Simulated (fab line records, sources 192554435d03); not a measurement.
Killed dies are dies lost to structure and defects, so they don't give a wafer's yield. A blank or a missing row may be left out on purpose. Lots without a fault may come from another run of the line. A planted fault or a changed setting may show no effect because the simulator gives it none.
fab line records | flow n5_finfet
record lots=7 wafers=39
route steps=1938 shown BEOL_M8@1332 BEOL_M9@1405 BEOL_M12@1616 BEOL_M14@1770 MIM_BOT_LITHO@1860
start_h: hours from the record's first day to the start of the lot's first wafer shown | wait_h: hours since the lot's step before | " the same as in the row above | L1.1+2: a row that stands for several wafers | - no value, or no start given | * or withheld: withheld | < > ~ a bound
route shown NAME@n: a module of which the file shows steps, and the number in the route of the first | usual: mean/standard deviation of fault-free wafers | same: alike in all rows | chamber/n: place in a boat | sites: the reading at each site | _std_site: their standard deviation | _edge_site: outer sites' mean less inner sites' | radius_mm: how far each site lies from the wafer's centre | mask NAME#n: copy n | behind: the tool/chamber that last shaped the wafer | hold: why the lot was held/for how many hours/how that ended | device: the transistor (n, p or np) that didn't switch | end of line: the same wafers' tests at the end of the route | a step without rows: its recipe alone | killed: dies lost to structure and defects at the first sort, not the wafer's yield | map: a wafer's dies, x killed, . not, _ none there
set.NAME: the setting as run; set.NAME@STEP: as run at that earlier step | model.NAME: the simulator's own value behind a step, which no gauge read
lots whose settings were changed on purpose; a table a step, a row a wafer
## steps
# step N5_BEOL_M8_ILD_DEP_00
# recipe material=SiCOH_lowk target_thk_a=1797.5 temp_c=300 precursor=DEMS/porogen pressure_torr=5 rf_w=500 time_s=33.4
# columns lot.wafer tool chamber start_h wait_h set.time_s model.SiCOH_lowk_of_BEOL_M8_ILD_DEP_00.thk_nm
L074.2 pecvd-02 1 189.39 0.0 33.4 182.8
L074.3 " 2 " " 33.4 180
L074.6 " 0 " " 33.4 185
L075.1 pecvd-02 1 218.15 0.0 33.4 185.4
L075.2 " 0 " " 42.16 227.4
L075.3 " 0 " " 42.16 229.8
L075.4 " 1 " " 42.16 233
L075.5 " 1 " " 33.4 187
L075.6 " 0 " " 33.4 183.8
L078.1 pecvd-02 1 234.49 0.0 33.4 183.8
L078.2 " 2 " " 51.02 271.4
L078.3 " 0 " " 51.02 274.6
L078.4 " 2 " " 33.4 184.4
L078.5 " 1 " " 51.02 279.8
L078.6 " 0 " " 33.4 187.4
L082.1 pecvd-01 1 252.37 0.0 33.4 184.6
L082.2 " 2 " " 16.34 91.8
L082.3 " 0 " " 33.4 183.6
L082.4 " 1 " " 33.4 185
L082.5 " 2 " " 16.34 94.8
L082.6 " 0 " " 16.34 96
L081.1 pecvd-02 1 255.43 0.0 33.4 182.6
L081.2 " 2 " " 33.4 180.8
L081.3 " 0 " " 33.4 182.2
L081.4 " 0 " " 33.4 183.2
L081.5 " 1 " " 33.4 187.4
L081.6 " 2 " " 33.4 184.2
L088.1 pecvd-02 0 277.30 0.0 33.4 179.2
L088.2 " 2 " " 51.19 270.6
L088.3 " 1 " " 33.4 182
L088.4 " 2 " " 51.19 274.6
L088.5 " 1 " " 51.19 278.2
L088.6 " 0 " " 33.4 182.8
L089.1 pecvd-03 2 296.09 0.0 21.12 111.8
L089.2 " 1 " " 33.4 175.2
L089.3 " 0 " " 21.12 109.8
L089.4 " 1 " " 33.4 179.8
L089.5 " 0 " " 33.4 178.8
L089.6 " 2 " " 21.12 115.2
# step N5_BEOL_M8_CURE_74
# recipe temp_c=385 time_s=240 ambient=He/Ar material=SiCOH_lowk
# columns lot.wafer tool chamber start_h wait_h set.time_s@BEOL_M8_ILD_DEP_00 model.SiCOH_lowk_of_BEOL_M8_ILD_DEP_00.thk_nm
L074.2 uv_cure-03 0 189.54 0.1 33.4 157.6
L074.3 " 0 " " 33.4 155.2
L074.6 " 0 " " 33.4 159.6
L075.1 uv_cure-02 0 218.23 0.1 33.4 159.8
L075.2 " 0 " " 42.16 196.6
L075.3 " 0 " " 42.16 198.8
L075.4 " 0 " " 42.16 201.6
L075.5 " 0 " " 33.4 161.2
L075.6 " 0 " " 33.4 158.6
L078.1 uv_cure-03 0 234.71 0.2 33.4 158.6
L078.2 " 0 " " 51.02 235.4
L078.3 " 0 " " 51.02 238.2
L078.4 " 0 " " 33.4 159
L078.5 " 0 " " 51.02 242.6
L078.6 " 0 " " 33.4 161.6
L082.1 uv_cure-01 0 252.66 0.3 33.4 159.2
L082.2 " 0 " " 16.34 78.8
L082.3 " 0 " " 33.4 158.4
L082.4 " 0 " " 33.4 159.6
L082.5 " 0 " " 16.34 81.4
L082.6 " 0 " " 16.34 82.4
L081.1 uv_cure-03 0 255.49 0.0 33.4 157.4
L081.2 " 0 " " 33.4 155.8
L081.3 " 0 " " 33.4 157.2
L081.4 " 0 " " 33.4 158
L081.5 " 0 " " 33.4 161.6
L081.6 " 0 " " 33.4 158.8
L088.1 uv_cure-03 1 277.48 0.2 33.4 154.6
L088.2 " 1 " " 51.19 234.6
L088.3 " 1 " " 33.4 157
L088.4 " 1 " " 51.19 238
L088.5 " 1 " " 51.19 241.2
L088.6 " 1 " " 33.4 157.6
L089.1 uv_cure-03 1 296.19 0.1 21.12 96
L089.2 " 1 " " 33.4 151
L089.3 " 1 " " 21.12 94.2
L089.4 " 1 " " 33.4 155.2
L089.5 " 1 " " 33.4 154.2
L089.6 " 1 " " 21.12 99
# step N5_BEOL_M8_THK_MEAS_01
# recipe reads=SiCOH_lowk_of_BEOL_M8_ILD_DEP_00
# usual M8_ILD_THK=156.9/2.4
# columns lot.wafer tool chamber start_h wait_h set.time_s@BEOL_M8_ILD_DEP_00 M8_ILD_THK[nm]
L074.2 film_metro-02 - 189.97 0.4 33.4 157.5
L074.3 " - " " 33.4 155.1
L074.6 " - " " 33.4 159.6
L075.1 film_metro-01 - 218.74 0.4 33.4 159.9
L075.2 " - " " 42.16 196.7
L075.3 " - " " 42.16 198.8
L075.4 " - " " 42.16 201.7
L075.5 " - " " 33.4 161.3
L075.6 " - " " 33.4 158.5
L078.1 film_metro-01 - 235.23 0.4 33.4 158.6
L078.2 " - " " 51.02 235.5
L078.3 " - " " 51.02 238.2
L078.4 " - " " 33.4 159.1
L078.5 " - " " 51.02 242.5
L078.6 " - " " 33.4 161.7
L082.1 film_metro-01 - 253.17 0.4 33.4 159.1
L082.2 " - " " 16.34 78.7
L082.3 " - " " 33.4 158.4
L082.4 " - " " 33.4 159.6
L082.5 " - " " 16.34 81.4
L082.6 " - " " 16.34 82.4
L081.1 film_metro-02 - 256.00 0.4 33.4 157.5
L081.2 " - " " 33.4 155.9
L081.3 " - " " 33.4 157.2
L081.4 " - " " 33.4 158.1
L081.5 " - " " 33.4 161.7
L081.6 " - " " 33.4 159.0
L088.1 film_metro-01 - 277.99 0.4 33.4 154.6
L088.2 " - " " 51.19 234.4
L088.3 " - " " 33.4 156.9
L088.4 " - " " 51.19 238.2
L088.5 " - " " 51.19 241.2
L088.6 " - " " 33.4 157.6
L089.1 film_metro-02 - 296.70 0.4 21.12 96.0
L089.2 " - " " 33.4 151.0
L089.3 " - " " 21.12 94.3
L089.4 " - " " 33.4 155.1
L089.5 " - " " 33.4 154.2
L089.6 " - " " 21.12 98.9
# step N5_BEOL_M9_HM_DEP_02
# recipe material=TiN target_thk_a=200 temp_c=25 chamber_pressure_pa=0.49996
# columns lot.wafer tool chamber start_h wait_h set.target_thk_a model.TiN_of_BEOL_M9_HM_DEP_02.thk_nm
L074.2+6 pvd_sputter-03 - 198.78 1.3 200 20.4
L074.3 " - " " 200 20.6
L075.1+6 pvd_sputter-03 - 228.34 2.7 87.63 9
L075.2 " - " " 200 20.6
L075.3 " - " " 200 20.2
L075.4 " - " " 87.63 8.8
L075.5 " - " " 200 20
L078.1+2+5 pvd_sputter-02 - 244.36 0.1 200 19.8
L078.3 " - " " 315.9 31.8
L078.4+6 " - " " 315.9 31.4
L082.1 pvd_sputter-03 - 264.08 0.8 288.9 28.8
L082.2 " - " " 200 19.8
L082.3 " - " " 200 20
L082.4 " - " " 200 20.2
L082.5+6 " - " " 288.9 29
L081.1+4+5+6 pvd_sputter-02 - 270.75 1.7 200 19.4
L081.2+3 " - " " 200 19.2
L088.1 pvd_sputter-01 - 291.82 3.3 200 20
L088.2+3 " - " " 129.3 12.4
L088.4 " - " " 129.3 12.6
L088.5 " - " " 200 19.8
L088.6 " - " " 200 19.6
L089.1 pvd_sputter-03 - 304.14 0.7 200 20.4
L089.2 " - " " 200 20.8
L089.3+4+5 " - " " 297.1 30.2
L089.6 " - " " 200 20.6
# step N5_BEOL_M9_COAT_59
# recipe resist=SOC temp_c=250 time_s=60 spin_rpm=1500 resist_thk_nm=100
# step N5_BEOL_M9_COAT_60
# recipe resist=SiARC temp_c=220 time_s=60 spin_rpm=1500 resist_thk_nm=30
# step N5_BEOL_M9_STRIP_68
# recipe chemistry=N2/H2 temp_c=40 n2_flow_sccm=200 h2_flow_sccm=200 rf_frequency_hz=6e+07
# step N5_BEOL_M9_STRIP_67
# recipe chemistry=CF4 resist=SiARC power_w=300 bias_power_w=75 pressure_mtorr=50 cf4_flow_sccm=150 rf_frequency_hz=6e+07
# step N5_BEOL_M9_HM_OPEN_17
# recipe chemistry=Cl2/BCl3 target_depth_a=200 overetch_a=60 target=TiN mask_material=SOC ion_energy_ev=150 pressure_mtorr=10 icp_w=1000 bias_w=126 Cl2_flow_sccm=53.25 bcl3_flow_sccm=21.75 Ar_flow_sccm=25
# columns lot.wafer tool chamber start_h wait_h set.target_thk_a@BEOL_M9_HM_DEP_02 model.etch.depth_nm
L074.2 rie_metal-02 0 199.64 0.0 200 20.31
L074.3 " 1 " " 200 20.5
L074.6 " 1 " " 200 20.43
L075.1 rie_metal-01 0 229.20 0.0 87.63 9.096
L075.2 " 1 " " 200 20.66
L075.3 " 1 " " 200 20.19
L075.4 " 0 " " 87.63 8.713
L075.5 " 0 " " 200 19.97
L075.6 " 1 " " 87.63 9.049
L078.1+5 rie_metal-03 1,0 245.23 0.0 200 19.79
L078.2 " 0 " " 200 19.88
L078.3 " 0 " " 315.9 26.09
L078.4 " 1 " " 315.9 25.84
L078.6 " 1 " " 315.9 25.54
L082.1 rie_metal-02 0 264.81 0.0 288.9 25.9
L082.2 " 1 " " 200 19.77
L082.3 " 1 " " 200 20.08
L082.4 " 0 " " 200 20.21
L082.5 " 0 " " 288.9 25.87
L082.6 " 1 " " 288.9 27.03
L081.1 rie_metal-03 0 271.61 0.0 200 19.3
L081.2 " 0 " " 200 19.2
L081.3 " 0 " " 200 19.21
L081.4 " 0 " " 200 19.41
L081.5 " 0 " " 200 19.46
L081.6 " 0 " " 200 19.37
L088.1 rie_metal-02 1 292.84 0.0 200 19.93
L088.2 " 0 " " 129.3 12.37
L088.3 " 1 " " 129.3 12.44
L088.4 " 0 " " 129.3 12.6
L088.5 " 1 " " 200 19.73
L088.6 " 0 " " 200 19.52
L089.1 rie_metal-01 0 305.00 0.0 200 20.33
L089.2 " 1 " " 200 20.75
L089.3 " 0 " " 297.1 26.59
L089.4 " 1 " " 297.1 26.04
L089.5 " 0 " " 297.1 26.66
L089.6 " 1 " " 200 20.61
# step N5_BEOL_M9_STRIP_19
# recipe chemistry=O2 power_w=400 temp_c=40 pressure_mtorr=30 rf_frequency_hz=6e+07 bias_power_w=0 overash_fraction=0.2 o2_flow_sccm=225
# step N5_BEOL_M9_ETCH_41
# recipe chemistry=CH3F/O2 target=SiCN target_depth_a=366 taper_deg=2 time_s=70.1 ion_energy_ev=120 mask_material=TiN pressure_mtorr=30 source_w=395 bias_w=75 Ar_flow_sccm=150 CH3F_flow_sccm=30 O2_flow_sccm=20
# step N5_BEOL_M9_STRIP_80
# recipe chemistry=N2/H2 time_s=10 power_w=450 temp_c=40 pressure_mtorr=20 rf_frequency_hz=6e+07 bias_power_w=7 n2_flow_sccm=200 h2_flow_sccm=200
# step N5_BEOL_M9_OCD_MEAS_38
# usual trench_depth_nm=150.5/2.3
# columns lot.wafer tool chamber start_h wait_h set.target_thk_a@BEOL_M9_HM_DEP_02 trench_depth_nm
L074.2 ocd-02 - 202.96 - 200 148.4
L074.3 " - " " 200 150.4
L074.6 " - " " 200 148.7
L075.1 ocd-01 - 231.69 - 87.63 154.0
L075.2 " - " " 200 155.8
L075.3 " - " " 200 151.0
L075.4 " - " " 87.63 152.8
L075.5 " - " " 200 153.7
L075.6 " - " " 87.63 152.5
L078.1 ocd-02 - 246.53 - 200 148.7
L078.2 " - " " 200 149.1
L078.3 " - " " 315.9 0.4
L078.4 " - " " 315.9 0.3
L078.5 " - " " 200 147.3
L078.6 " - " " 315.9 0.2
L082.1 ocd-02 - 267.05 - 288.9 54.1
L082.2 " - " " 200 151.0
L082.3 " - " " 200 147.9
L082.4 " - " " 200 146.5
L082.5 " - " " 288.9 42.6
L082.6 " - " " 288.9 101.2
L081.1 ocd-02 - 274.49 - 200 149.6
L081.2 " - " " 200 151.9
L081.3 " - " " 200 149.8
L081.4 " - " " 200 151.1
L081.5 " - " " 200 151.2
L081.6 " - " " 200 152.2
L088.1 ocd-02 - 294.66 - 200 150.8
L088.2 " - " " 129.3 153.3
L088.3 " - " " 129.3 148.7
L088.4 " - " " 129.3 150.6
L088.5 " - " " 200 148.2
L088.6 " - " " 200 149.8
L089.1 ocd-02 - 307.08 - 200 154.0
L089.2 " - " " 200 151.3
L089.3 " - " " 297.1 24.4
L089.4 " - " " 297.1 8.4
L089.5 " - " " 297.1 23.7
L089.6 " - " " 200 150.5
# step N5_BEOL_M12_ETCH_59
# recipe chemistry=N2/H2 target=BARC target_depth_a=890 overetch_a=267 time_s=67.9 ion_energy_ev=200 pressure_mtorr=30 source_w=840 bias_w=150 n2_flow_sccm=200 h2_flow_sccm=200
# columns lot.wafer tool chamber start_h wait_h set.target_depth_a model.coat_of_BEOL_M12_COAT_04.thk_nm
L074.2 rie_diel-01 3 225.09 0.0 890 318
L074.3 " 2 " " 890 317.6
L074.6 " 3 " " 890 319
L075.1 rie_diel-06 0 250.79 0.0 605.4 333
L075.2 " 1 " " 890 317.4
L075.3+5 " 0 " " 605.4 332.4
L075.4 " 1 " " 890 317.8
L075.6 " 1 " " 890 318
L078.1 rie_diel-01 0 271.22 0.0 890 317
L078.2 " 2 " " 890 314.4
L078.3 " 3 " " 673.8 328.4
L078.4 " 0 " " 673.8 328
L078.5 " 3 " " 673.8 329.6
L078.6 " 2 " " 890 314
L082.1 rie_diel-01 0 288.26 0.0 474.8 341.8
L082.2 " 1 " " 474.8 339.6
L082.3 " 2 " " 474.8 338.6
L082.4 " 3 " " 890 317.6
L082.5 " 0 " " 890 317.2
L082.6 " 3 " " 890 318.2
L081.1 rie_diel-01 3 296.44 0.0 1414 289.4
L081.2 " 2 " " 1414 284.2
L081.3 " 1 " " 890 316.4
L081.4 " 0 " " 890 316.2
L081.5 " 3 " " 890 318
L081.6 " 0 " " 1414 286.8
L088.1 rie_diel-01 2 314.14 0.0 1173 299.4
L088.2 " 3 " " 890 319
L088.3 " 1 " " 890 320
L088.4 " 0 " " 1173 302.4
L088.5 " 0 " " 1173 303.6
L088.6 " 1 " " 890 318.2
L089.1 rie_diel-06 3 330.36 0.0 1295 295.4
L089.2 " 1 " " 890 315.8
L089.3 " 0 " " 1295 293.2
L089.4 " 2 " " 1295 294.2
L089.5 " 1 " " 890 317
L089.6 " 2 " " 890 316.4
# step N5_BEOL_M12_VIA_ETCH_16
# recipe chemistry=C4F8/O2/Ar target=SiOC pressure_mtorr=30 source_w=3000 bias_w=700 Ar_flow_sccm=400 C4F8_flow_sccm=15 O2_flow_sccm=8 he_inner_torr=15 he_outer_torr=30 target_depth_a=7248 time_s=withheld ion_energy_ev=250 ends=cleared
# step N5_BEOL_M12_STRIP_63
# recipe chemistry=N2/H2 power_w=1000 temp_c=250 h2_frac=0.65 overash_fraction=0.3 pressure_mtorr=1000 n2_flow_sccm=1750 h2_flow_sccm=3250
# usual strip_time_to_endpoint_s=42.6/0.77
# columns lot.wafer tool chamber start_h wait_h set.target_depth_a@BEOL_M12_ETCH_59 strip_time_to_endpoint_s
L074.2 plasma_asher-01 1 225.34 - 890 43.2
L074.3 " 0 " " 890 42.3
L074.6 " 1 " " 890 41.9
L075.1 plasma_asher-02 1 251.16 - 605.4 47.0
L075.2 " 0 " " 890 42.7
L075.3 " 0 " " 605.4 47.1
L075.4 " 1 " " 890 41.8
L075.5 " 1 " " 605.4 46.1
L075.6 " 0 " " 890 42.8
L078.1 plasma_asher-02 0 271.47 - 890 42.0
L078.2 " 1 " " 890 42.1
L078.3 " 1 " " 673.8 45.9
L078.4 " 0 " " 673.8 44.9
L078.5 " 1 " " 673.8 45.4
L078.6 " 0 " " 890 41.5
L082.1 plasma_asher-01 0 288.51 - 474.8 49.2
L082.2 " 1 " " 474.8 49.6
L082.3 " 0 " " 474.8 49.0
L082.4 " 1 " " 890 42.7
L082.5 " 1 " " 890 42.2
L082.6 " 0 " " 890 43.1
L081.1 plasma_asher-02 1 296.81 - 1414 35.2
L081.2 " 0 " " 1414 33.3
L081.3 " 1 " " 890 42.8
L081.4 " 0 " " 890 41.7
L081.5 " 0 " " 890 41.6
L081.6 " 1 " " 1414 33.8
L088.1 plasma_asher-02 0 314.39 - 1173 38.3
L088.2 " 1 " " 890 43.8
L088.3 " 1 " " 890 42.6
L088.4 " 0 " " 1173 38.7
L088.5 " 1 " " 1173 37.9
L088.6 " 0 " " 890 42.1
L089.1 plasma_asher-01 1 330.61 - 1295 37.2
L089.2 " 0 " " 890 42.6
L089.3 " 0 " " 1295 36.5
L089.4 " 1 " " 1295 35.4
L089.5 " 0 " " 890 42.6
L089.6 " 1 " " 890 41.6
# step N5_BEOL_M14_DEP_53
# recipe material=SiCN target_thk_a=500 temp_c=withheld precursor=3MS/NH3 pressure_torr=3 rf_w=675 time_s=17.8
# columns lot.wafer tool chamber start_h wait_h set.target_thk_a model.SiCN_of_BEOL_M14_DEP_53.thk_nm
L074.2 pecvd-02 2 244.93 0.0 500 50.2
L074.3 " 0 " " 500 50.8
L074.6 " 2 " " 500 50.6
L075.1+4 pecvd-03 2,0 268.34 0.0 500 50
L075.2 " 0 " " 500 49.2
L075.3 " 2 " " 500 51.4
L075.5 " 2 " " 500 51
L075.6 " 0 " " 500 49.6
L078.1 pecvd-03 2 288.07 0.0 500 50.2
L078.2 " 1 " " 500 49.6
L078.3 " 0 " " 635.3 62.8
L078.4 " 0 " " 500 50.4
L078.5 " 1 " " 635.3 64.2
L078.6 " 2 " " 635.3 64.8
L082.1 pecvd-04 2 311.11 0.0 500 49.4
L082.2 " 1 " " 500 49.6
L082.3 " 0 " " 296.3 29.6
L082.4 " 2 " " 296.3 29.8
L082.5 " 1 " " 500 49.8
L082.6 " 0 " " 296.3 30.2
L081.1 pecvd-03 0 314.56 0.0 500 49.4
L081.2 " 1 " " 671 67
L081.3 " 2 " " 671 67.6
L081.4 " 2 " " 500 50.8
L081.5 " 1 " " 500 50
L081.6 " 0 " " 671 68
L088.1 pecvd-03 0 330.16 0.0 500 50.2
L088.2 " 2 " " 500 49.8
L088.3 " 1 " " 500 49.4
L088.4 " 2 " " 500 51
L088.5 " 0 " " 500 50.8
L088.6 " 1 " " 500 50.4
L089.1+6 pecvd-02 2 355.15 0.0 500 49.6
L089.2 " 1 " " 415.2 41.6
L089.3 " 0 " " 415.2 42
L089.4 " 1 " " 415.2 42.6
L089.5 " 0 " " 500 51
# step N5_MIM_BOT_LITHO_DEVELOP_07
# recipe develop_time_s=60 rinse_liquid=diw dry=air_spin dev_temp_c=21
# columns lot.wafer tool chamber start_h wait_h set.develop_time_s
L074.2+3+6 litho_track-02 0 - - 60
L075.1+3+6 litho_track-02 0 - - 33.35
L075.2+4+5 " 0 " " 60
L078.1+4+5 litho_track-05 0 - - 50.4
L078.2+3+6 " 0 " " 60
L082.1+2+3+4+5+6 litho_track-01 0 - - 60
L081.1+2+4 litho_track-02 0 - - 43.36
L081.3+5+6 " 0 " " 60
L088.1+2+3+4+5+6 litho_track-01 0 - - 60
L089.1+4+6 litho_track-01 0 - - 26.3
L089.2+3+5 " 0 " " 60
# step N5_MIM_BOT_LITHO_HARDBAKE_09
# recipe temp_c=130 time_s=120
# step N5_MIM_BOT_LITHO_CD_MEAS_08
# recipe target_cd_nm=3000 landing_energy_ev=500 detector=se_inlens polarity=opening
# usual cd_nm=3000.6/1.6
# columns lot.wafer tool chamber start_h wait_h set.develop_time_s@MIM_BOT_LITHO_DEVELOP_07 cd_nm
L074.2 cd_sem-03 0 256.74 - 60 3000.5
L074.3 " 0 " " 60 2998.7
L074.6 " 0 " " 60 2999.5
L075.1 cd_sem-02 0 281.72 - 33.35 2987.5
L075.2 " 0 " " 60 3001.0
L075.3 " 0 " " 33.35 2988.4
L075.4 " 0 " " 60 2998.9
L075.5 " 0 " " 60 3000.4
L075.6 " 0 " " 33.35 2989.1
L078.1 cd_sem-02 0 297.16 - 50.4 2996.5
L078.2 " 0 " " 60 2998.7
L078.3 " 0 " " 60 3000.3
L078.4 " 0 " " 50.4 2994.5
L078.5 " 0 " " 50.4 2996.2
L078.6 " 0 " " 60 2999.8
L082.1 cd_sem-03 0 321.94 - 60 3002.7
L082.2 " 0 " " 60 3001.1
L082.3 " 0 " " 60 3002.0
L082.4 " 0 " " 60 2998.4
L082.5 " 0 " " 60 3003.8
L082.6 " 0 " " 60 3001.2
L081.1 cd_sem-01 0 325.64 - 43.36 2992.9
L081.2 " 0 " " 43.36 2993.0
L081.3 " 0 " " 60 3000.4
L081.4 " 0 " " 43.36 2991.6
L081.5 " 0 " " 60 3000.8
L081.6 " 0 " " 60 2999.3
L088.1 cd_sem-01 0 348.86 - 60 3002.6
L088.2 " 0 " " 60 2998.5
L088.3 " 0 " " 60 3003.0
L088.4 " 0 " " 60 3002.8
L088.5 " 0 " " 60 3002.3
L088.6 " 0 " " 60 3001.8
L089.1 cd_sem-01 0 365.40 - 26.3 2986.8
L089.2 " 0 " " 60 3000.5
L089.3 " 0 " " 60 3000.2
L089.4 " 0 " " 26.3 2982.7
L089.5 " 0 " " 60 3000.5
L089.6 " 0 " " 26.3 2981.5
## key
split step=N5_BEOL_M8_ILD_DEP_00 setting=time_s stated=33.4 by=wafer
response step=N5_BEOL_M8_ILD_DEP_00 reading=model.SiCOH_lowk_of_BEOL_M8_ILD_DEP_00.thk_nm change=+1.74 per=1% r=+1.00
response step=N5_BEOL_M8_CURE_74 reading=model.SiCOH_lowk_of_BEOL_M8_ILD_DEP_00.thk_nm change=+1.52 per=1% r=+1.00
response step=N5_BEOL_M8_THK_MEAS_01 reading=M8_ILD_THK change=+1.52 per=1% r=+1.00
split step=N5_BEOL_M9_HM_DEP_02 setting=target_thk_a stated=200 by=wafer
response step=N5_BEOL_M9_HM_DEP_02 reading=model.TiN_of_BEOL_M9_HM_DEP_02.thk_nm change=+0.202 per=1% r=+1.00
response step=N5_BEOL_M9_HM_OPEN_17 reading=model.etch.depth_nm change=+0.149 per=1% r=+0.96
response step=N5_BEOL_M9_OCD_MEAS_38 reading=trench_depth_nm shape=bent at_lowest=153.1 at_stated=150.4 at_highest=0.3
split step=N5_BEOL_M12_ETCH_59 setting=target_depth_a stated=890 by=wafer
response step=N5_BEOL_M12_ETCH_59 reading=model.coat_of_BEOL_M12_COAT_04.thk_nm change=-0.5 per=1% r=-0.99
response step=N5_BEOL_M12_STRIP_63 reading=strip_time_to_endpoint_s change=* per=1% r=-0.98
split step=N5_BEOL_M14_DEP_53 setting=target_thk_a stated=500 by=wafer
response step=N5_BEOL_M14_DEP_53 reading=model.SiCN_of_BEOL_M14_DEP_53.thk_nm change=+0.497 per=1% r=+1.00
split step=N5_MIM_BOT_LITHO_DEVELOP_07 setting=develop_time_s stated=60 by=wafer
response step=N5_MIM_BOT_LITHO_CD_MEAS_08 reading=cd_nm change=+0.283 per=1% r=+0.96
